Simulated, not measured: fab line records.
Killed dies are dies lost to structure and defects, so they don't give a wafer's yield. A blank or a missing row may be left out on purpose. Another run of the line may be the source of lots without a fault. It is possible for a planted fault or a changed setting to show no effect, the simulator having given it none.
fab line records | flow nand-harc
[record] lots = 6 | wafers = 18 | last-day = 33
route steps=1302 shown P_GATE@128 END@1302
lots untouched by any fault: they come from a run of this same line in which no faults occurred
start-h: the number of hours between the record's first day and the start of the first shown wafer of the lot | wait-h: hours since the lot's step before | " as in the row above | L1.1+2: one row covering several wafers at once | - no value, or no start was given | * or withheld: withheld | < > ~ a bound
route shown NAME@n: names a module that has steps shown in the file, with the first one's number in the route | usual: mean/standard deviation of fault-free wafers | same: alike in all rows | chamber/n: place in a boat | sites: the reading at each site | _std_site: the values' standard deviation | _edge_site: inner sites' mean taken away from outer sites' mean | radius-mm: for every site, how far away it sits from the centre of the wafer | mask NAME#n: copy n | behind: tool/chamber where the wafer was last shaped | hold: cause of the lot's hold/its duration in hours/its outcome | device: which transistor (n, p or np) failed to switch | end of line: the same wafers' tests at the end of the route | step lacking rows: just its recipe | killed: dies lost to structure and defects at the first sort, not the wafer's yield | map: per-die view of a wafer (x killed, . not killed, _ where there is no die)
set.NAME: the setting that was run; set.NAME@STEP: the one run at that earlier step | model.NAME: the simulator's own value behind a step, which no gauge read
lots at selected steps of the route; one table per step, one row per wafer
services: from which hour (start-h, from the record's first day; less than 0 if before it) a tool's chamber was out of use, for how many hours, and why
[[steps]]
[step NHARC_P_GATE_SRD_72]
[step NHARC_P_GATE_OXIDE_16]
[recipe] target-thk-a = 30 | temp-c = 875 | ox-time-s = 392 | material = SiO2
[step NHARC_P_GATE_CVD_17]
[recipe] target-thk-a = 1500 | temp-c = 620 | time-s = 900 | material = poly-Si
[step NHARC_P_GATE_HM_DEP_102]
[recipe] target-thk-a = 1200 | temp-c = 400 | material = aC
[usual] susceptor-temp-C = 399.99/0.23 | throttle-valve-pct = 34.999/0.0086
lot.wafer | tool       | chamber | start-h | wait-h | susceptor-temp-C | throttle-valve-pct
L128.1    | acl-dep-03 | 0       | 132.74  | 0.4    | 399.92           | 35.008
L128.4    | "          | 0       | "       | "      | 399.99           | 35.009
L128.6    | "          | 0       | "       | "      | 399.76           | 34.996
L138.2    | acl-dep-03 | 0       | 244.28  | 1.8    | -                | 35.007
L138.3    | "          | 0       | "       | "      | -                | 35.005
L138.6    | "          | 0       | "       | "      | -                | 34.996
L140.2    | acl-dep-03 | 0       | 257.43  | 5.5    | 400.01           | 35.011
L140.3    | "          | 0       | "       | "      | 400.16           | 35.001
L140.4    | "          | 0       | "       | "      | 400.09           | 34.995
L141.1    | acl-dep-03 | 0       | 261.67  | 1.8    | -                | 35.002
L141.4    | "          | 0       | "       | "      | -                | 34.994
L141.5    | "          | 0       | "       | "      | -                | 34.997
L146.1    | acl-dep-01 | 0       | 315.98  | 0.4    | 399.89           | 34.992
L146.3    | "          | 0       | "       | "      | 399.60           | 35.003
L146.6    | "          | 0       | "       | "      | 399.93           | 34.996
L147.1    | acl-dep-03 | 0       | 320.71  | 0.4    | 399.66           | 35.000
L147.3    | "          | 0       | "       | "      | 399.94           | 35.013
L147.6    | "          | 0       | "       | "      | 400.01           | 35.001
[step NHARC_P_GATE_DEP_103]
[recipe] target-thk-a = 300 | target-thk-nm = 30 | temp-c = 400 | flow-sccm = 200 | rf-w = 350 | material = SiON
[usual] heater-power-w = 747/72 | rf-fwd-power-W = 348.7/1.1 | susceptor-temp-C = 400.01/0.21
lot.wafer | tool     | chamber | start-h | wait-h | heater-power-w | rf-fwd-power-W | since-wet-clean-h | susceptor-temp-C
L128.1    | pecvd-04 | 1       | 133.47  | 0.6    | 857            | 350.6          | 32                | 399.73
L128.4    | "        | 0       | "       | "      | 847            | 348.9          | -                 | 399.93
L128.6    | "        | 1       | "       | "      | 840            | 347.9          | -                 | 399.95
L138.2    | pecvd-03 | 0       | 244.87  | 0.5    | 670            | 348.2          | 47                | 400.01
L138.3    | "        | 1       | "       | "      | 771            | 347.7          | 47                | 399.93
L138.6    | "        | 0       | "       | "      | 687            | 347.8          | -                 | 399.71
L140.2    | pecvd-01 | 1       | 258.02  | 0.5    | 655            | 347.0          | 114               | 400.48
L140.3    | "        | 2       | "       | "      | 778            | 348.0          | 114               | 400.25
L140.4    | "        | 2       | "       | "      | 771            | 349.2          | -                 | 400.27
L141.1    | pecvd-03 | 1       | 262.39  | 0.6    | 822            | 350.2          | 64                | 400.10
L141.4    | "        | 0       | "       | "      | 637            | 348.0          | -                 | 399.88
L141.5    | "        | 1       | "       | "      | 845            | 348.3          | -                 | 400.37
L146.3    | pecvd-04 | 1       | 316.84  | 0.5    | 890            | 348.0          | 35                | 399.72
L146.1    | "        | 0       | "       | "      | 728            | 349.5          | 35                | 400.00
L146.6    | "        | 0       | "       | "      | 745            | 348.3          | -                 | 400.13
L147.1    | pecvd-04 | 1       | 321.38  | 0.6    | 822            | 347.1          | 39                | 399.88
L147.3    | "        | 0       | "       | "      | 857            | 347.2          | 39                | 399.76
L147.6    | "        | 2       | "       | "      | 778            | 345.4          | -                 | 400.18
[step NHARC_P_GATE_DEHYDRATE_18]
[recipe] temp-c = 150 | time-s = 120
[step NHARC_P_GATE_HMDS_19]
[recipe] time-s = 30
[step NHARC_P_GATE_COAT_20]
[recipe] spin-rpm = 1500 | resist-thk-nm = 90
[step NHARC_P_GATE_SOFTBAKE_21]
[recipe] temp-c = 105 | time-s = 55
[step NHARC_P_GATE_EBR_22]
[step NHARC_P_GATE_EXPOSE_23]
[recipe] na = 1.35 | target-cd-nm = 120 | dose-mj = 93.91 | mask-id = P_GATE
[step NHARC_P_GATE_PEB_24]
[recipe] peb-temp-c = 100 | peb-time-s = 65
[step NHARC_P_GATE_DEVELOP_25]
[recipe] develop-time-s = 35 | dev-temp-c = 23
[usual] developer-temp-C = 23.00/0.1
lot.wafer | tool           | chamber | start-h | wait-h | developer-temp-C
L128.1    | litho-track-04 | 0       | 134     | -      | 23.05
L128.4    | "              | 0       | "       | "      | 22.98
L128.6    | "              | 0       | "       | "      | 23.02
L138.2    | litho-track-01 | 0       | 245     | -      | 21.96
L138.3    | "              | 0       | "       | "      | 22.01
L138.6    | "              | 0       | "       | "      | 22.14
L140.2    | litho-track-01 | 0       | 258     | -      | 22.40
L140.3    | "              | 0       | "       | "      | 22.17
L140.4    | "              | 0       | "       | "      | 22.15
L141.1    | litho-track-06 | 0       | 262     | -      | 23.19
L141.4    | "              | 0       | "       | "      | 23.17
L141.5    | "              | 0       | "       | "      | 23.09
L146.1    | litho-track-01 | 0       | 317     | -      | 23.09
L146.3    | "              | 0       | "       | "      | 23.03
L146.6    | "              | 0       | "       | "      | 22.83
L147.1    | litho-track-04 | 0       | 321     | -      | 23.03
L147.3    | "              | 0       | "       | "      | 23.00
L147.6    | "              | 0       | "       | "      | 23.15
[step NHARC_P_GATE_CD_MEAS_26]
[recipe] target-cd-nm = 120 | landing-energy-ev = 500
[usual] cd-nm = 120.0/0.57
lot.wafer | tool      | chamber | start-h | wait-h | cd-nm
L128.1    | cd-sem-02 | 0       | 134.09  | -      | 119.3
L128.4    | "         | 0       | "       | "      | 119.4
L128.6    | "         | 0       | "       | "      | 119.6
L138.2    | cd-sem-01 | 0       | 245.39  | -      | 119.4
L138.3    | "         | 0       | "       | "      | 119.0
L138.6    | "         | 0       | "       | "      | 119.3
L140.2    | cd-sem-02 | 0       | 258.67  | -      | 119.6
L140.3    | "         | 0       | "       | "      | 119.3
L140.4    | "         | 0       | "       | "      | 119.2
L141.1    | cd-sem-03 | 0       | 263.01  | -      | 120.5
L141.4    | "         | 0       | "       | "      | 120.6
L141.5    | "         | 0       | "       | "      | 121.1
L146.1    | cd-sem-03 | 0       | 317.40  | -      | 119.8
L146.3    | "         | 0       | "       | "      | 119.3
L146.6    | "         | 0       | "       | "      | 119.4
L147.1    | cd-sem-02 | 0       | 322.06  | -      | 120.2
L147.3    | "         | 0       | "       | "      | 120.6
L147.6    | "         | 0       | "       | "      | 120.0
[step NHARC_END_SORT_01]
[recipe] temp-c = 25
[usual] killed-at-array = 58/18 | killed-at-other = 1.0/1.5 | killed-at-periphery = 4/3.1 | killed-dies = 64/18 | killed-open = 3.4/1.9 | killed-short = 2.7/1.7
[same] gross-dies = 677
lot.wafer | tool      | chamber | start-h | wait-h | killed-at-array | killed-at-other | killed-at-periphery | killed-dies | killed-open | killed-short
L141.1    | prober-02 | 0       | 728.92  | 2.5    | 71              | 1               | 2                   | 74          | 0           | 1
L141.4    | prober-02 | 0       | 731.31  | 3.4    | 70              | 0               | 4                   | 74          | 4           | 2
L141.5    | prober-02 | 0       | 732.11  | 3.7    | 65              | 0               | 4                   | 69          | 4           | 4
L140.2    | prober-01 | 0       | 744.18  | 2.8    | 75              | 1               | 5                   | 81          | 4           | 5
L140.3    | prober-01 | 0       | 744.99  | 3.1    | 72              | 2               | 2                   | 76          | 4           | 0
L140.4    | prober-01 | 0       | 745.81  | 3.4    | 67              | 0               | 1                   | 68          | 1           | 3
// killed by level:class
L141.1 A_SLIT:chamber-film-flake=29 A_CHANNEL_HOLE_D2:chamber-film-flake=20 A_CONTACT:chamber-film-flake=8 A_STAIRCASE:chamber-film-flake=6 A_CHANNEL_HOLE_D1:chamber-film-flake=4 A_CHANNEL_FILL_D1:chamber-film-flake=3 A_CHANNEL_FILL_D1:geometric-particle:short=1 P_M0:chamber-film-flake=1
L141.4 A_SLIT:chamber-film-flake=31 A_CHANNEL_HOLE_D2:chamber-film-flake=11 A_CONTACT:chamber-film-flake=10 A_CHANNEL_HOLE_D1:chamber-film-flake=6 A_M0:geometric-particle:open=3 A_CHANNEL_FILL_D1:chamber-film-flake=3 A_STAIRCASE:chamber-film-flake=3 A_WL_FILL:geometric-particle:short=2
L141.5 A_SLIT:chamber-film-flake=18 A_CHANNEL_HOLE_D2:chamber-film-flake=16 A_CONTACT:chamber-film-flake=8 A_CHANNEL_HOLE_D1:chamber-film-flake=7 A_STAIRCASE:chamber-film-flake=7 P_ZERO_WELL:chamber-film-flake=2 P_M0:geometric-particle:short=1 A_ONON_D1:geometric-particle:short=1
L140.2 A_CHANNEL_HOLE_D1:chamber-film-flake=29 A_CHANNEL_HOLE_D2:chamber-film-flake=22 A_CONTACT:chamber-film-flake=6 A_STAIRCASE:chamber-film-flake=4 A_SLIT:chamber-film-flake=3 P_STI:chamber-film-flake=2 A_CHANNEL_FILL_D1:chamber-film-flake=2 P_GATE:geometric-particle:open=1
L140.3 A_CHANNEL_HOLE_D1:chamber-film-flake=27 A_CHANNEL_HOLE_D2:chamber-film-flake=23 A_STAIRCASE:chamber-film-flake=7 A_CONTACT:chamber-film-flake=6 A_SLIT:chamber-film-flake=6 P_CONTACT:geometric-particle:open=1 P_M0:geometric-particle:open=1 A_M0:geometric-particle:open=1
L140.4 A_CHANNEL_HOLE_D1:chamber-film-flake=27 A_CHANNEL_HOLE_D2:chamber-film-flake=17 A_SLIT:chamber-film-flake=6 A_CONTACT:chamber-film-flake=6 A_STAIRCASE:chamber-film-flake=4 A_CHANNEL_FILL_D2:geometric-particle:short=2 A_CHANNEL_FILL_D1:chamber-film-flake=2 A_ONON_D1:geometric-particle:short=1
[[services]]
tool           | chamber | start-h | hours | kind
acl-dep-03     | -       | 116.20  | 13.0  | pm
pecvd-01       | -       | 130.85  | 13.0  | pm
pecvd-01       | 0       | 130.85  | 13.0  | vent-cycle
litho-track-01 | -       | 155.00  | 7.0   | pm
litho-track-06 | -       | 179.00  | 7.0   | pm
pecvd-03       | -       | 185.00  | 13.0  | pm
pecvd-03       | 0       | 185.00  | 13.4  | vent-cycle
pecvd-03       | 1       | 185.00  | 13.4  | vent-cycle
pecvd-03       | 2       | 185.00  | 13.4  | vent-cycle
pecvd-01       | 1       | 185.57  | 14.4  | repair
acl-dep-01     | -       | 187.08  | 13.0  | pm
litho-track-04 | -       | 203.00  | 7.0   | pm
pecvd-04       | -       | 217.67  | 0.6   | repair
pecvd-03       | 1       | 218.33  | 10.4  | repair
pecvd-04       | -       | 269.00  | 13.0  | pm
pecvd-04       | 0       | 269.00  | 13.0  | vent-cycle
pecvd-04       | 1       | 269.00  | 13.0  | vent-cycle
pecvd-04       | 2       | 269.00  | 13.0  | vent-cycle
pecvd-04       | 0       | 282.00  | -     | clean
pecvd-04       | 1       | 282.00  | -     | clean
pecvd-04       | 2       | 282.00  | -     | clean
acl-dep-03     | -       | 299.15  | 13.0  | pm
pecvd-01       | -       | 311.85  | 13.0  | pm
pecvd-04       | -       | 321.97  | 77.1  | repair
[[key]]
[first-sign] step = NHARC_P_GATE_DEVELOP_25 | reading = developer-temp-C | direction = down | sigmas = 8.6 | usual = * | struck = *
effect none on later readings
met-at NHARC_P_GATE_DEVELOP_25
struck-wafers L138.2,L138.3,L138.6,L140.2,L140.3,L140.4
tester-left-out L138,L140
[fault] kind = process-parameter-drift | tool = litho-track-01 | chamber = - | onset-h = 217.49 | steps = NHARC_P_GATE_DEVELOP_25 | channel = dev-temp-c | offset = * | shape = step | end-h = 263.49 | acts-in = * | stated = *
// tester-left-out: of these lots the tester's yield and bins aren't shown, on N5 and GAA mostly nor the transistor test; their killed dies are dies lost to structure and defects alone, not to doping, threshold or leakage, so they don't give the yield
